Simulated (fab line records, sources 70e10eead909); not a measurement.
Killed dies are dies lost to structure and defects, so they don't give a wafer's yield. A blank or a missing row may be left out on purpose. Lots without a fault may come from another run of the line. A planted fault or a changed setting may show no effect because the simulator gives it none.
A struck lot beside a sound one | flow nand_harc | 15 steps out of a route of 1159
Sound: wafers L753.1, L753.2, L753.3. Struck: wafer L747.1. (L747.6 of the same lot was not struck and is left out.) The cause comes at the end.
At each step with rows: each side's tool, then ch and its chambers, then its first start. Under that, the readings that differ: sound wafers | struck wafers | difference of the means | sigmas: that difference in standard deviations of wafers without a fault.
alike: readings whose means differ by less than 2 such deviations, and words and numbers that are the same on both sides. not compared: withheld readings, readings that some wafer has no value for, bounds like >300 that may hide the same value, and numbers for which the record gives no deviation and whose values overlap.
The two part at a step that has a row with sigmas, a row that says differs or no value, or rows on one side only. Numbers that don't overlap but have no deviation are shown without sigmas and don't part them. A reading that every wafer of one side lacks parts them only if that side has two wafers or more.

first, 1 step without rows for these wafers: NHARC_P_M1_ETCH_35 (etches the open film in N2/H2, target depth 40 nm, overetch 12 nm, time 43.94 s).
NHARC_P_M1_ETCH_15: etches the open film in C4F8/Ar, target depth 182.5 nm, time 91.2 s.
  sound on rie_diel-08 ch 0,2,3; struck on rie_diel-08 ch 3
  reading                        | sound                | struck | difference | sigmas
  chamber_pressure_mTorr (mTorr) | 25.002 25.025 25.044 | 24.977 | -0.047     | -2
  rf_hours_counter_h (h)         | 5 4 5                | 2      | -3         |
  alike: oes_product_au, rf_fwd_power_W, rf_vpp_V
NHARC_P_M1_CD_MEAS_16:
  sound on cd_sem-03, day 9 07:08; struck on cd_sem-02, day 8 00:16
  alike: cd_nm
then, 3 steps without rows for these wafers: NHARC_P_M1_STRIP_18 (strips in N2/H2); NHARC_P_M1_ETCH_28 (etches the open film in CF4/N2, target depth 30 nm, time 72.99 s); NHARC_P_M1_STRIP_19 (strips in post etch residue remover, time 600 s).
NHARC_P_M1_DEGAS_29: time 60 s.
  sound on pvd_sputter-03, day 9 07:52; struck on pvd_sputter-01, day 8 01:00
  alike: heater_power_w
then, 1 step without rows for these wafers: NHARC_P_M1_PRE_CLEAN_30 (time 30 s).
NHARC_P_M1_PVD_20: deposits TaN, target thk 5 nm, time 8.06 s.
  sound on pvd_sputter-03; struck on pvd_sputter-01
  alike: throttle_valve_pct
NHARC_P_M1_PVD_21: deposits Cu, target thk 30 nm, time 20.49 s.
  sound on pvd_sputter-03; struck on pvd_sputter-01
  reading                | sound          | struck | difference | sigmas
  throttle_valve_pct (%) | 28.0 29.1 29.8 | 32.1   | +3.1       | +3
then, 1 step without rows for these wafers: NHARC_P_M1_ECD_22 (material Cu, target thk 400 nm).
NHARC_P_M1_ANNEAL_31: time 90 s.
  sound on rtp_anneal-02 ch 0, day 9 08:36; struck on rtp_anneal-01 ch 0, day 8 01:44
  alike: anneal_temp_c_max, wafer_temp_C_max
NHARC_P_M1_CMP_23: polishes, t overpolish 20 s, target thk 157.82 nm.
  sound on cmp-02 ch 1,2,3, day 9 08:56; struck on cmp-04 ch 2, day 8 02:04
  reading                | sound          | struck | difference | sigmas
  time_to_endpoint_s (s) | 25.7 26.2 26.8 | 16.4   | -9.8       | -4
  alike: motor_current_A, pad_life_wafers, slurry_filter_dp_kPa
NHARC_P_M1_THK_MEAS_24: measures by xrf.
  sound on film_metro-01, day 9 09:16; struck on film_metro-02, day 8 02:23
  reading     | sound             | struck | difference | sigmas
  thk_nm (nm) | 156.6 158.1 156.6 | 150.7  | -6.4       | -4
then, 1 step without rows for these wafers: NHARC_P_M1_SRD_25.

WHERE THEY PART
First at NHARC_P_M1_ETCH_15; last, within this record, at NHARC_P_M1_THK_MEAS_24.

WHY: what the simulator had put in
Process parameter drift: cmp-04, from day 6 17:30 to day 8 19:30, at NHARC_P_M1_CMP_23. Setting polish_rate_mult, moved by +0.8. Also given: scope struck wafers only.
